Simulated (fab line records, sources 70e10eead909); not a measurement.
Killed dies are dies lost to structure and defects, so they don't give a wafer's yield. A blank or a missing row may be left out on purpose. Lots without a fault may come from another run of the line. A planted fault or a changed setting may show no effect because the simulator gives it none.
One fault seen from 2 desks | flow nand_harc | each desk has only its own numbers; what lay behind them comes last

THE METROLOGY DESK
What the gauges read, lot by lot, whatever tool the lot ran on: means of the sampled wafers that have a number. A lot is out of limits, marked OUT, if its mean lies more than 4 standard deviations from the usual mean; the brackets give that distance.
Columns: A = overlay_x_nm at NHARC_A_CONTACT_OVL_MEAS_43, usual 0.2 nm; B = overlay_y_nm at NHARC_A_CONTACT_OVL_MEAS_43, usual 0.1 nm
lot  | first seen here | A    | B
L598 | day 22 01:23    | -0.7 | -0.1
L600 | day 22 18:58    | 0.8  | 1.3
L599 | day 22 19:13    | 0.0  | 0.8
L601 | day 22 19:23    | 0.1  | -0.1
L606 | day 25 05:09    | -0.1 | 0.7
L604 | day 25 05:29    | 0.5  | 0.6
L608 | day 25 21:16    | 0.5  | -0.8
L616 | day 29 12:47    | -0.7 | 0.4
L615 | day 29 13:12    | -0.1 | 1.2
L617 | day 29 18:50    | 0.4  | -0.1
L618 | day 30 20:34    | -0.2 | -2.0
L619 | day 31 16:14    | 0.8  | -1.4
This desk's finding: nothing out of limits on any of the 12 lots.

THE TOOL OWNER'S DESK: rie_diel-11
The tool's own readings at NHARC_A_CONTACT_ETCH_48 (etches the open film in CF4, target depth 39 nm, time 65 s): means of the sampled wafers that have a number, for each lot that ran on this tool. A lot is out of limits, marked OUT, if its mean lies more than 4 standard deviations from the usual mean; the brackets give that distance.
Columns: A = drypump_motor_current_A at NHARC_A_CONTACT_ETCH_48, usual 5.7 A; B = oes_product_au at NHARC_A_CONTACT_ETCH_48, usual 1.002 a.u.; C = rf_vpp_V at NHARC_A_CONTACT_ETCH_48, usual 151.5 V; D = showerhead_plenum_p_Torr at NHARC_A_CONTACT_ETCH_48, usual 1.78 Torr; E = throttle_valve_pct at NHARC_A_CONTACT_ETCH_48, usual 13.285 %
lot  | first seen here | A   | B     | C     | D    | E
L598 | day 22 01:34    | 5.8 | 1.008 | 152.3 | 1.81 | 13.287
L600 | day 22 19:09    | 5.2 | 1.004 | 151.8 | 1.76 | 13.286
L601 | day 22 19:35    | 5.8 | 1.004 | 151.6 | 1.80 | 13.275
L606 | day 25 05:20    | 5.5 | 1.009 | 151.2 | 1.76 | 13.280
L608 | day 25 21:28    | 5.2 | 1.001 | 150.3 | 1.71 | 13.288
L616 | day 29 12:58    | 5.5 | 0.988 | 151.6 | 1.79 | 13.287
L617 | day 29 19:02    | 5.8 | 0.998 | 151.2 | 1.79 | 13.287
L618 | day 30 20:47    | 5.5 | 0.998 | 151.0 | 1.76 | 13.283
L619 | day 31 16:25    | 5.5 | 1.004 | 150.4 | 1.75 | 13.286
This desk's finding: nothing out of limits on any of the 9 lots.

PUT TOGETHER
The metrology desk saw nothing out of limits.
The tool owner's desk saw nothing out of limits.

WHAT THE SIMULATOR HAD PUT IN
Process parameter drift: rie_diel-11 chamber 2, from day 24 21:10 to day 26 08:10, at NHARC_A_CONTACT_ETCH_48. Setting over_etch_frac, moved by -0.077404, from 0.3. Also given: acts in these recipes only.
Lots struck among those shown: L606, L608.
